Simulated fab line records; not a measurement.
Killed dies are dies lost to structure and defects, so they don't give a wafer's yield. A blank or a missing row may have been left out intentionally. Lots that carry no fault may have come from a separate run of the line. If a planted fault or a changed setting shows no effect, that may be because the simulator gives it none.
Which tool was responsible?    flow n5 finfet    24 lots, 72 wafers sampled, at 3 steps of a route of 1938

WHAT THE GAUGES SHOWED, per wafer
N5_ILD0_THK_MEAS_08. Usual: thk nm reads 138.7 nm (standard deviation 1.3).
lot   measured     on             thk nm (nm)        flag
L074  day 3 16:10  film metro-01  137.5 138.2 136.9  
L075  day 3 22:54  film metro-02  138.6 136.7 138.0  
L076  day 4 02:21  film metro-01  139.1 138.6 136.3  
L077  day 4 07:02  film metro-01  139.1 136.2 138.7  
L078  day 4 13:46  film metro-01  141.2 138.6 138.8  
L079  day 4 20:52  film metro-01  139.3 137.6 139.2  
L080  day 5 03:05  film metro-01  139.0 139.2 139.3  
L081  day 5 07:48  film metro-02  138.9 140.8 141.4  
L082  day 5 18:38  film metro-02  138.6 138.9 137.5  
L083  day 5 21:47  film metro-01  139.8 139.5 139.3  
L084  day 6 03:35  film metro-01  138.5 139.6 140.7  
L086  day 6 15:00  film metro-01  139.2 137.9 141.1  
L085  day 6 18:33  film metro-01  137.6 138.8 139.1  
L087  day 6 22:07  film metro-01  139.0 139.6 137.7  
L088  day 7 02:28  film metro-01  140.1 138.2 137.8  
L089  day 7 10:31  film metro-02  135.6 136.8 137.9  
L090  day 7 13:12  film metro-02  138.7 140.0 141.1  
L091  day 7 19:37  film metro-02  139.0 139.9 140.0  
L092  day 8 01:20  film metro-01  137.6 138.6 138.1  
L093  day 8 07:31  film metro-01  139.2 137.4 139.9  
L094  day 8 14:46  film metro-02  137.9 139.5 137.3  
L095  day 8 20:49  film metro-01  140.3 138.8 139.4  
L096  day 9 02:12  film metro-02  138.4 138.4 138.1  
L097  day 9 09:07  film metro-02  137.0 139.0 138.4  

N5_SDB_INSPECT_36: inspects for defects (darkfield). Usual: raw defect count reads 44 (standard deviation 20).
lot   measured     on                 raw defect count  flag
L074  day 4 00:13  defect inspect-02  74 58 92          
L075  day 4 06:53  defect inspect-01  32 58 45          
L076  day 4 10:03  defect inspect-02  51 40 52          
L077  day 4 15:07  defect inspect-01  17 30 14          
L078  day 4 21:26  defect inspect-02  44 40 49          
L079  day 5 05:38  defect inspect-01  85 45 84          
L080  day 5 10:52  defect inspect-02  27 33 28          
L081  day 5 17:04  defect inspect-01  12 25 21          
L082  day 6 03:10  defect inspect-02  38 22 36          
L083  day 6 05:38  defect inspect-02  60 30 31          
L084  day 6 12:11  defect inspect-01  37 51 27          
L086  day 6 22:55  defect inspect-02  24 19 28          
L085  day 7 03:13  defect inspect-01  46 39 46          
L087  day 7 05:46  defect inspect-02  69 44 90          
L088  day 7 10:31  defect inspect-01  20 46 42          
L089  day 7 18:11  defect inspect-01  83 57 118         
L090  day 7 21:06  defect inspect-02  44 61 65          
L091  day 8 03:35  defect inspect-02  42 68 35          
L092  day 8 09:08  defect inspect-01  28 39 75          
L093  day 8 16:00  defect inspect-02  53 37 57          
L094  day 8 22:41  defect inspect-02  24 30 48          
L095  day 9 04:47  defect inspect-02  26 29 21          
L096  day 9 10:10  defect inspect-02  58 31 16          
L097  day 9 16:50  defect inspect-01  46 44 44          

WHICH TOOL RAN EACH LOT (tool, then ch and the chambers of the sampled wafers, then the start)
lot   N5_SDB_CUT_ETCH_26
L074  rie si-03 ch 0,3, day 3 20:59
L075  rie si-02 ch 0,1, day 4 03:39
L076  rie si-03 ch 0,1,2, day 4 06:49
L077  rie si-03 ch 1,2,3, day 4 11:53
L078  rie si-02 ch 1,2, day 4 18:12
L079  rie si-02 ch 0,3, day 5 02:10
L080  rie si-03 ch 0,1,2, day 5 07:37
L081  rie si-05 ch 2,3, day 5 13:50
L082  rie si-03 ch 0,2,3, day 5 23:55
L083  rie si-02 ch 2,3, day 6 02:23
L084  rie si-02 ch 2,3, day 6 08:57
L086  rie si-05 ch 0,1,3, day 6 19:41
L085  rie si-05 ch 0,1,3, day 6 23:40
L087  rie si-03 ch 0,1,3, day 7 02:32
L088  rie si-02 ch 1,2, day 7 07:16
L089  rie si-05 ch 1,2,3, day 7 14:56
L090  rie si-03 ch 0,1,2, day 7 17:52
L091  rie si-02 ch 1,3, day 8 00:17
L092  rie si-05 ch 0,1,2, day 8 05:46
L093  rie si-05 ch 0,1,3, day 8 12:44
L094  rie si-05 ch 0,2,3, day 8 19:26
L095  rie si-03 ch 1,2,3, day 9 01:32
L096  rie si-02 ch 1,2,3, day 9 06:56
L097  rie si-02 ch 1,3, day 9 13:26
- N5_SDB_CUT_ETCH_26: etches Si in HBr/Cl2/O2, target depth 129.6 nm, bt time 20 s, time 51.8 s.

WHAT THE TOOLS THEMSELVES READ (means of the sampled wafers that have a number; where no wafer has one, the mark that the record gives instead)
N5_SDB_CUT_ETCH_26. Usual: HBr_flow_sccm 150.0 sccm, standard deviation 0.47; chamber pressure mTorr 10.001 mTorr, standard deviation 0.0098; drypump motor current A 5.7 A, standard deviation 0.33; oes product au 0.998 a.u., standard deviation 0.018; throttle valve pct 37.3 %, standard deviation 0.35.
lot   tool       HBr_flow_sccm (sccm)  chamber pressure mTorr (mTorr)  drypump motor current A (A)  oes product au (a.u.)  throttle valve pct (%)  flag
L074  rie si-03  150.2                 9.995                           6.1                          1.015                  37.7                    
L075  rie si-02  149.5                 10.003                          5.9                          0.989                  37.4                    
L076  rie si-03  150.0                 10.002                          5.8                          1.002                  37.6                    
L077  rie si-03  149.9                 9.997                           5.8                          0.996                  37.6                    
L078  rie si-02  150.0                 9.998                           5.6                          1.003                  37.2                    
L079  rie si-02  149.5                 9.990                           5.8                          0.994                  37.3                    
L080  rie si-03  149.6                 9.989                           5.8                          1.005                  37.6                    
L081  rie si-05  150.4                 10.001                          5.3                          1.009                  36.8                    
L082  rie si-03  150.0                 10.003                          5.8                          1.020                  37.6                    
L083  rie si-02  149.7                 9.999                           5.4                          0.997                  37.1                    
L084  rie si-02  149.9                 10.005                          5.5                          0.985                  37.2                    
L086  rie si-05  149.9                 10.010                          5.5                          0.991                  37.2                    
L085  rie si-05  150.2                 10.008                          5.5                          0.993                  37.2                    
L087  rie si-03  150.3                 9.991                           6.1                          0.992                  37.7                    
L088  rie si-02  150.1                 10.012                          5.6                          0.996                  37.2                    
L089  rie si-05  149.8                 10.000                          5.4                          1.005                  37.1                    
L090  rie si-03  149.8                 10.004                          5.8                          0.990                  37.6                    
L091  rie si-02  149.7                 10.001                          5.5                          1.003                  37.0                    
L092  rie si-05  149.6                 10.009                          5.5                          0.987                  37.1                    
L093  rie si-05  149.9                 9.994                           5.5                          0.996                  37.2                    
L094  rie si-05  149.5                 9.999                           5.3                          0.995                  36.9                    
L095  rie si-03  149.5                 9.998                           5.8                          0.997                  37.6                    
L096  rie si-02  150.0                 9.995                           5.5                          0.997                  37.1                    
L097  rie si-02  149.8                 10.007                          5.4                          1.004                  37.0                    

THE ANSWER, worked out from the rows above alone
Rule: lot off if the mean of its wafers having a number is beyond 3 standard deviations from the usual mean. Also off: a lot with no number at a reading for which 4 or more lots have one. All remaining lots with rows at the step are treated as sound. The gauges are gone through in route order, then the tools' own readings, and for those a lot's mean is taken as printed above. The first step at which some lot is off is used, and at that step the reading that is off furthest; a lot without a number counts as furthest.
None of the lots is off at any reading shown; this tells nothing.

WHAT WAS PUT IN BY THE SIMULATOR
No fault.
